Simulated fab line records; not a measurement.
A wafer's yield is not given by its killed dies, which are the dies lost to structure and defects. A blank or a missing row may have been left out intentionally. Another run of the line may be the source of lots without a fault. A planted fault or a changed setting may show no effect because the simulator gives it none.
The tool behind it: which one? :: flow n5 finfet :: 9 lots with 27 wafers sampled at 5 steps, on a route of 1938 steps

## WHAT THE GAUGES SHOWED, per wafer
N5_BEOL_M4_RC_MEAS_101. Usual: DIBL_N 36.3 mV/V, standard deviation 1.7; DIBL_P 36.3 mV/V, standard deviation 2.2; IOFF_N 0.16 nA/um, standard deviation 0.034; IOFF_P 0.21 nA/um, standard deviation 0.038; ION_N 673 uA/um, standard deviation 13; ION_P 461 uA/um, standard deviation 8.3; SS_N 71.5 mV/dec, standard deviation 0.55; SS_P 73.3 mV/dec, standard deviation 0.67; VT_N 250 mV, standard deviation 3.4; VT_P -251 mV, standard deviation 3.5.
lot: L535
measured: day 7 16:28
on: prober-02
DIBL_N (mV/V): 35.6 34.8 33.3
DIBL_P (mV/V): 36.5 34.9 33.0
IOFF_N (nA/um): 0.16 0.14 0.12
IOFF_P (nA/um): 0.20 0.18 0.16
ION_N (uA/um): 665 658 651
ION_P (uA/um): 456 449 456
SS_N (mV/dec): 71.5 71.5 70.5
SS_P (mV/dec): 73.2 73.5 72.3
VT_N (mV): 252 253 257
VT_P (mV): -252 -255 -254
flag: 

lot: L536
measured: day 8 09:55
on: prober-01
DIBL_N (mV/V): 35.3 33.9 35.4
DIBL_P (mV/V): 34.0 32.8 35.6
IOFF_N (nA/um): 0.15 0.12 0.15
IOFF_P (nA/um): 0.18 0.17 0.21
ION_N (uA/um): 665 644 660
ION_P (uA/um): 454 446 456
SS_N (mV/dec): 70.9 70.8 71.4
SS_P (mV/dec): 73.4 73.3 73.8
VT_N (mV): 249 253 253
VT_P (mV): -251 -253 -249
flag: 

lot: L537
measured: day 8 19:18
on: prober-02
DIBL_N (mV/V): 33.0 35.9 35.8
DIBL_P (mV/V): 31.4 35.7 35.9
IOFF_N (nA/um): 0.10 0.15 0.14
IOFF_P (nA/um): 0.14 0.19 0.20
ION_N (uA/um): 658 667 672
ION_P (uA/um): 456 461 464
SS_N (mV/dec): 71.1 71.4 71.2
SS_P (mV/dec): 71.6 73.1 73.4
VT_N (mV): 256 253 252
VT_P (mV): -255 -254 -253
flag: 

lot: L541
measured: day 9 19:09
on: prober-02
DIBL_N (mV/V): 36.0 35.1 37.5
DIBL_P (mV/V): 35.6 34.5 37.1
IOFF_N (nA/um): 0.16 0.14 0.20
IOFF_P (nA/um): 0.21 0.20 0.24
ION_N (uA/um): 667 672 686
ION_P (uA/um): 458 453 462
SS_N (mV/dec): 71.7 71.5 71.5
SS_P (mV/dec): 72.8 72.4 72.8
VT_N (mV): 248 248 245
VT_P (mV): -249 -251 -249
flag: 

lot: L542
measured: day 9 18:35
on: prober-01
DIBL_N (mV/V): 37.0 37.0 36.8
DIBL_P (mV/V): 39.3 39.2 38.2
IOFF_N (nA/um): 0.16 0.16 0.15
IOFF_P (nA/um): 0.25 0.23 0.23
ION_N (uA/um): 656 679 663
ION_P (uA/um): 464 465 462
SS_N (mV/dec): 71.9 72.1 71.5
SS_P (mV/dec): 73.5 73.6 74.0
VT_N (mV): 251 251 250
VT_P (mV): -247 -251 -246
flag: 

lot: L543
measured: day 9 21:37
on: prober-01
DIBL_N (mV/V): 39.5 35.5 36.1
DIBL_P (mV/V): 39.5 35.5 35.8
IOFF_N (nA/um): 0.22 0.15 0.15
IOFF_P (nA/um): 0.33 0.23 0.22
ION_N (uA/um): 698 680 677
ION_P (uA/um): 484 472 468
SS_N (mV/dec): 72.3 71.4 72.1
SS_P (mV/dec): 74.4 73.7 73.2
VT_N (mV): 248 248 253
VT_P (mV): -241 -245 -247
flag: 

lot: L554
measured: day 12 23:26
on: prober-02
DIBL_N (mV/V): 39.4 35.8 37.2
DIBL_P (mV/V): 39.6 34.8 37.5
IOFF_N (nA/um): 0.22 0.13 0.18
IOFF_P (nA/um): 0.27 0.18 0.23
ION_N (uA/um): 699 669 688
ION_P (uA/um): 475 462 471
SS_N (mV/dec): 71.7 71.5 71.2
SS_P (mV/dec): 73.7 72.2 74.1
VT_N (mV): 244 255 248
VT_P (mV): -247 -251 -250
flag: 

lot: L555
measured: day 13 02:16
on: prober-01
DIBL_N (mV/V): 35.2 39.5 39.0
DIBL_P (mV/V): 35.0 41.1 38.8
IOFF_N (nA/um): 0.12 0.22 0.19
IOFF_P (nA/um): 0.20 0.32 0.28
ION_N (uA/um): 673 702 686
ION_P (uA/um): 474 489 479
SS_N (mV/dec): 71.0 71.9 71.5
SS_P (mV/dec): 72.3 74.4 73.7
VT_N (mV): 252 244 246
VT_P (mV): -250 -243 -244
flag: 

lot: L556
measured: day 13 05:31
on: prober-02
DIBL_N (mV/V): 36.2 34.7 35.2
DIBL_P (mV/V): 34.5 33.2 33.5
IOFF_N (nA/um): 0.15 0.13 0.14
IOFF_P (nA/um): 0.20 0.17 0.18
ION_N (uA/um): 660 667 661
ION_P (uA/um): 455 455 450
SS_N (mV/dec): 72.0 70.9 71.3
SS_P (mV/dec): 73.7 73.3 73.4
VT_N (mV): 249 250 251
VT_P (mV): -250 -255 -251
flag: 

## WHAT TOOL EACH LOT RAN ON (gives the tool, then ch and the chambers of the sampled wafers, and finally the start)
lot: L535
N5_MOL_CONTACT_COAG_SPUTTER_130: pvd sputter-02, day 5 05:30
N5_MOL_CONTACT_COAG_CMP_23: cmp-03 ch 0,2,3, day 5 05:46
N5_MOL_CONTACT_COAG_VIA_ETCH_46: rie diel-04 ch 0,1,3, day 5 10:44
N5_MOL_CONTACT_COAG_ETCH_47: rie diel-04 ch 0,1,3, day 5 10:50

lot: L536
N5_MOL_CONTACT_COAG_SPUTTER_130: pvd sputter-02, day 5 10:37
N5_MOL_CONTACT_COAG_CMP_23: cmp-03 ch 1,2,3, day 5 10:48
N5_MOL_CONTACT_COAG_VIA_ETCH_46: rie diel-03 ch 0,2,3, day 5 14:59
N5_MOL_CONTACT_COAG_ETCH_47: rie diel-03 ch 0,2,3, day 5 15:06

lot: L537
N5_MOL_CONTACT_COAG_SPUTTER_130: pvd sputter-01, day 5 16:28
N5_MOL_CONTACT_COAG_CMP_23: cmp-04 ch 1,2,3, day 5 16:39
N5_MOL_CONTACT_COAG_VIA_ETCH_46: rie diel-04 ch 0,1,2, day 5 20:53
N5_MOL_CONTACT_COAG_ETCH_47: rie diel-04 ch 0,1,2, day 5 21:00

lot: L541
N5_MOL_CONTACT_COAG_SPUTTER_130: pvd sputter-03, day 6 18:37
N5_MOL_CONTACT_COAG_CMP_23: cmp-03 ch 0,2,3, day 6 19:00
N5_MOL_CONTACT_COAG_VIA_ETCH_46: rie diel-03 ch 0,2,3, day 6 23:13
N5_MOL_CONTACT_COAG_ETCH_47: rie diel-03 ch 0,2,3, day 6 23:19

lot: L542
N5_MOL_CONTACT_COAG_SPUTTER_130: pvd sputter-03, day 6 23:13
N5_MOL_CONTACT_COAG_CMP_23: cmp-01 ch 2,3, day 6 23:24
N5_MOL_CONTACT_COAG_VIA_ETCH_46: rie diel-04 ch 0,2,3, day 7 04:29
N5_MOL_CONTACT_COAG_ETCH_47: rie diel-04 ch 0,2,3, day 7 04:35

lot: L543
N5_MOL_CONTACT_COAG_SPUTTER_130: pvd sputter-01, day 7 04:22
N5_MOL_CONTACT_COAG_CMP_23: cmp-04 ch 1,2,3, day 7 04:35
N5_MOL_CONTACT_COAG_VIA_ETCH_46: rie diel-04 ch 2,3, day 7 09:16
N5_MOL_CONTACT_COAG_ETCH_47: rie diel-04 ch 2,3, day 7 09:23

lot: L554
N5_MOL_CONTACT_COAG_SPUTTER_130: pvd sputter-01, day 9 21:32
N5_MOL_CONTACT_COAG_CMP_23: cmp-03 ch 0,1,3, day 9 21:50
N5_MOL_CONTACT_COAG_VIA_ETCH_46: rie diel-05 ch 0,1,2, day 10 02:07
N5_MOL_CONTACT_COAG_ETCH_47: rie diel-05 ch 0,1,2, day 10 02:13

lot: L555
N5_MOL_CONTACT_COAG_SPUTTER_130: pvd sputter-02, day 10 06:11
N5_MOL_CONTACT_COAG_CMP_23: cmp-03 ch 1,3, day 10 06:24
N5_MOL_CONTACT_COAG_VIA_ETCH_46: rie diel-05 ch 1,2, day 10 12:03
N5_MOL_CONTACT_COAG_ETCH_47: rie diel-05 ch 1,2, day 10 12:10

lot: L556
N5_MOL_CONTACT_COAG_SPUTTER_130: pvd sputter-02, day 10 11:44
N5_MOL_CONTACT_COAG_CMP_23: cmp-04 ch 0,1, day 10 11:58
N5_MOL_CONTACT_COAG_VIA_ETCH_46: rie diel-05 ch 2,3, day 10 16:08
N5_MOL_CONTACT_COAG_ETCH_47: rie diel-05 ch 2,3, day 10 16:14
- N5_MOL_CONTACT_COAG_SPUTTER_130: material Co, target thk 47.5 nm.
- N5_MOL_CONTACT_COAG_CMP_23: polishes, stops on SiO2, t overpolish 1.5 s, target thk 0 nm.
- N5_MOL_CONTACT_COAG_VIA_ETCH_46: etches SiO2 in C4F6/O2, target depth 46 nm, overetch 9.2 nm, time 40 s.
- N5_MOL_CONTACT_COAG_ETCH_47: etches SiNx in CH3F/O2, stops on W, target depth 27 nm.

## AS READ BY THE TOOLS THEMSELVES (means over the sampled wafers that have a number; for cases with no such wafer, the mark the record gives instead)
N5_MOL_CONTACT_COAG_SPUTTER_130. Usual: throttle valve pct reads 30.0 % (standard deviation 1.2).
lot: L535
tool: pvd sputter-02
throttle valve pct (%): 30.1
flag: 

lot: L536
tool: pvd sputter-02
throttle valve pct (%): 29.4
flag: 

lot: L537
tool: pvd sputter-01
throttle valve pct (%): 29.9
flag: 

lot: L541
tool: pvd sputter-03
throttle valve pct (%): 29.7
flag: 

lot: L542
tool: pvd sputter-03
throttle valve pct (%): 31.0
flag: 

lot: L543
tool: pvd sputter-01
throttle valve pct (%): 29.9
flag: 

lot: L554
tool: pvd sputter-01
throttle valve pct (%): 31.2
flag: 

lot: L555
tool: pvd sputter-02
throttle valve pct (%): 29.5
flag: 

lot: L556
tool: pvd sputter-02
throttle valve pct (%): 29.4
flag: 

N5_MOL_CONTACT_COAG_CMP_23. Usual: motor current A 8.3 A, standard deviation 0.77; overpolish run s 1.499 s, standard deviation 0.0094; time to endpoint s 9.7 s, standard deviation 1.9.
lot: L535
tool: cmp-03
motor current A (A): 8.1
overpolish run s (s): 1.507
time to endpoint s (s): 8.4
flag: 

lot: L536
tool: cmp-03
motor current A (A): 8.1
overpolish run s (s): 1.509
time to endpoint s (s): 11.0
flag: 

lot: L537
tool: cmp-04
motor current A (A): 8.4
overpolish run s (s): 1.495
time to endpoint s (s): 6.7
flag: 

lot: L541
tool: cmp-03
motor current A (A): 8.2
overpolish run s (s): 1.492
time to endpoint s (s): 9.2
flag: 

lot: L542
tool: cmp-01
motor current A (A): 8.0
overpolish run s (s): 1.510
time to endpoint s (s): 11.6
flag: 

lot: L543
tool: cmp-04
motor current A (A): 8.7
overpolish run s (s): 1.496
time to endpoint s (s): 10.4
flag: 

lot: L554
tool: cmp-03
motor current A (A): 8.9
overpolish run s (s): 1.494
time to endpoint s (s): 10.0
flag: 

lot: L555
tool: cmp-03
motor current A (A): 8.2
overpolish run s (s): 1.512
time to endpoint s (s): 10.7
flag: 

lot: L556
tool: cmp-04
motor current A (A): 9.1
overpolish run s (s): 1.490
time to endpoint s (s): 10.5
flag: 

N5_MOL_CONTACT_COAG_VIA_ETCH_46. Usual: C4F6_flow_sccm 9.999 sccm, standard deviation 0.029; bias w 455.0 W, standard deviation 1.4; drypump motor current A 5.9 A, standard deviation 0.39; oes_ar_750_au 0.80 a.u., standard deviation 0.099; oes product au 0.72 a.u., standard deviation 0.09; rf vpp V 1591 V, standard deviation 31; showerhead plenum p Torr 2.85 Torr, standard deviation 0.095; throttle valve pct 40.9 %, standard deviation 0.42.
lot: L535
tool: rie diel-04
C4F6_flow_sccm (sccm): 9.994
bias w (W): 455.8
drypump motor current A (A): 6.0
oes_ar_750_au (a.u.): 0.78
oes product au (a.u.): 0.71
rf vpp V (V): 1603
showerhead plenum p Torr (Torr): 2.91
throttle valve pct (%): 41.2
flag: 

lot: L536
tool: rie diel-03
C4F6_flow_sccm (sccm): 10.002
bias w (W): 454.6
drypump motor current A (A): 6.2
oes_ar_750_au (a.u.): 0.83
oes product au (a.u.): 0.74
rf vpp V (V): 1572
showerhead plenum p Torr (Torr): 2.80
throttle valve pct (%): 41.1
flag: 

lot: L537
tool: rie diel-04
C4F6_flow_sccm (sccm): 10.030
bias w (W): 455.5
drypump motor current A (A): 6.0
oes_ar_750_au (a.u.): 0.77
oes product au (a.u.): 0.68
rf vpp V (V): 1603
showerhead plenum p Torr (Torr): 2.83
throttle valve pct (%): 40.9
flag: 

lot: L541
tool: rie diel-03
C4F6_flow_sccm (sccm): 9.993
bias w (W): 455.3
drypump motor current A (A): 6.2
oes_ar_750_au (a.u.): 0.81
oes product au (a.u.): 0.73
rf vpp V (V): 1572
showerhead plenum p Torr (Torr): 2.80
throttle valve pct (%): 41.1
flag: 

lot: L542
tool: rie diel-04
C4F6_flow_sccm (sccm): 9.987
bias w (W): 474.5
drypump motor current A (A): 5.9
oes_ar_750_au (a.u.): 0.78
oes product au (a.u.): 0.71
rf vpp V (V): 1638
showerhead plenum p Torr (Torr): 2.81
throttle valve pct (%): 41.3
flag: OFF

lot: L543
tool: rie diel-04
C4F6_flow_sccm (sccm): 10.016
bias w (W): 474.4
drypump motor current A (A): 5.9
oes_ar_750_au (a.u.): 0.68
oes product au (a.u.): 0.62
rf vpp V (V): 1626
showerhead plenum p Torr (Torr): 2.78
throttle valve pct (%): 41.1
flag: OFF

lot: L554
tool: rie diel-05
C4F6_flow_sccm (sccm): 9.991
bias w (W): 454.6
drypump motor current A (A): 5.5
oes_ar_750_au (a.u.): 0.83
oes product au (a.u.): 0.75
rf vpp V (V): 1586
showerhead plenum p Torr (Torr): 2.81
throttle valve pct (%): 40.6
flag: 

lot: L555
tool: rie diel-05
C4F6_flow_sccm (sccm): 10.005
bias w (W): 455.1
drypump motor current A (A): 5.4
oes_ar_750_au (a.u.): 0.80
oes product au (a.u.): 0.73
rf vpp V (V): 1570
showerhead plenum p Torr (Torr): 2.75
throttle valve pct (%): 40.5
flag: 

lot: L556
tool: rie diel-05
C4F6_flow_sccm (sccm): 10.003
bias w (W): 455.5
drypump motor current A (A): 5.5
oes_ar_750_au (a.u.): 0.74
oes product au (a.u.): 0.65
rf vpp V (V): 1618
showerhead plenum p Torr (Torr): 2.85
throttle valve pct (%): 40.4
flag: 

N5_MOL_CONTACT_COAG_ETCH_47. Usual: bias w 73.02 W, standard deviation 0.22; drypump motor current A 5.8 A, standard deviation 0.39; etch rf on time s 31.2 s, standard deviation 0.7; oes_ar_750_au 0.80 a.u., standard deviation 0.099; oes product au 0.72 a.u., standard deviation 0.091; rf vpp V 298 V, standard deviation 6.4; showerhead plenum p Torr 2.01 Torr, standard deviation 0.071; throttle valve pct 16.33 %, standard deviation 0.26.
lot: L535
tool: rie diel-04
bias w (W): 72.99
drypump motor current A (A): 6.0
etch rf on time s (s): 31.3
oes_ar_750_au (a.u.): 0.78
oes product au (a.u.): 0.70
rf vpp V (V): 300
showerhead plenum p Torr (Torr): 2.05
throttle valve pct (%): 16.61
flag: 

lot: L536
tool: rie diel-03
bias w (W): 73.05
drypump motor current A (A): 6.2
etch rf on time s (s): 30.5
oes_ar_750_au (a.u.): 0.83
oes product au (a.u.): 0.76
rf vpp V (V): 294
showerhead plenum p Torr (Torr): 1.97
throttle valve pct (%): 16.27
flag: 

lot: L537
tool: rie diel-04
bias w (W): 72.99
drypump motor current A (A): 6.0
etch rf on time s (s): 31.1
oes_ar_750_au (a.u.): 0.76
oes product au (a.u.): 0.69
rf vpp V (V): 300
showerhead plenum p Torr (Torr): 2.00
throttle valve pct (%): 16.48
flag: 

lot: L541
tool: rie diel-03
bias w (W): 73.08
drypump motor current A (A): 6.2
etch rf on time s (s): 30.7
oes_ar_750_au (a.u.): 0.81
oes product au (a.u.): 0.74
rf vpp V (V): 294
showerhead plenum p Torr (Torr): 1.97
throttle valve pct (%): 16.28
flag: 

lot: L542
tool: rie diel-04
bias w (W): 72.99
drypump motor current A (A): 5.8
etch rf on time s (s): 30.7
oes_ar_750_au (a.u.): 0.78
oes product au (a.u.): 0.70
rf vpp V (V): 299
showerhead plenum p Torr (Torr): 1.98
throttle valve pct (%): 16.49
flag: 

lot: L543
tool: rie diel-04
bias w (W): 73.12
drypump motor current A (A): 5.9
etch rf on time s (s): 31.7
oes_ar_750_au (a.u.): 0.68
oes product au (a.u.): 0.61
rf vpp V (V): 296
showerhead plenum p Torr (Torr): 1.96
throttle valve pct (%): 16.49
flag: 

lot: L554
tool: rie diel-05
bias w (W): 73.11
drypump motor current A (A): 5.5
etch rf on time s (s): 31.7
oes_ar_750_au (a.u.): 0.83
oes product au (a.u.): 0.74
rf vpp V (V): 298
showerhead plenum p Torr (Torr): 1.98
throttle valve pct (%): 16.08
flag: 

lot: L555
tool: rie diel-05
bias w (W): 73.05
drypump motor current A (A): 5.4
etch rf on time s (s): 32.1
oes_ar_750_au (a.u.): 0.80
oes product au (a.u.): 0.71
rf vpp V (V): 294
showerhead plenum p Torr (Torr): 1.94
throttle valve pct (%): 16.13
flag: 

lot: L556
tool: rie diel-05
bias w (W): 72.99
drypump motor current A (A): 5.5
etch rf on time s (s): 31.7
oes_ar_750_au (a.u.): 0.73
oes product au (a.u.): 0.65
rf vpp V (V): 303
showerhead plenum p Torr (Torr): 2.01
throttle valve pct (%): 16.34
flag: 

## THE ANSWER, worked out from the rows above alone
Rule: take the mean of a lot's wafers that have a number; if it is more than 3 standard deviations from the usual mean, the lot is off. Also off: a lot with no number at a reading for which 4 or more lots have one. All remaining lots with rows at the step are treated as sound. First the gauges in route order, then the tools' own readings, where a lot's mean is used as printed above. The first step at which some lot is off is used, and at that step the reading that is off furthest; a lot without a number counts as furthest.
Off: L542, L543 (N5_MOL_CONTACT_COAG_VIA_ETCH_46, bias w).
A tool fits if, at that step or a process step before it, it ran every lot that is off, and no sound lot after the first of them. One fits: rie diel-04 at N5_MOL_CONTACT_COAG_VIA_ETCH_46. A fault onset in the window from L537 (day 5 20:53, its last sound lot) to L542 (day 7 04:29, its first lot off) fits.
On the lots that are off, the tool's own readings at N5_MOL_CONTACT_COAG_VIA_ETCH_46 differ by more than 5 times the standard deviation of the sound lots' means, which bears it out; bias w reads 474.4 W there versus 455.2 W on the sound lots.

## WHAT HAD BEEN PUT IN BY THE SIMULATOR
rie diel-04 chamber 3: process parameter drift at N5_MOL_CONTACT_COAG_VIA_ETCH_46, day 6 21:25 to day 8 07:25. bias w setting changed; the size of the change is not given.
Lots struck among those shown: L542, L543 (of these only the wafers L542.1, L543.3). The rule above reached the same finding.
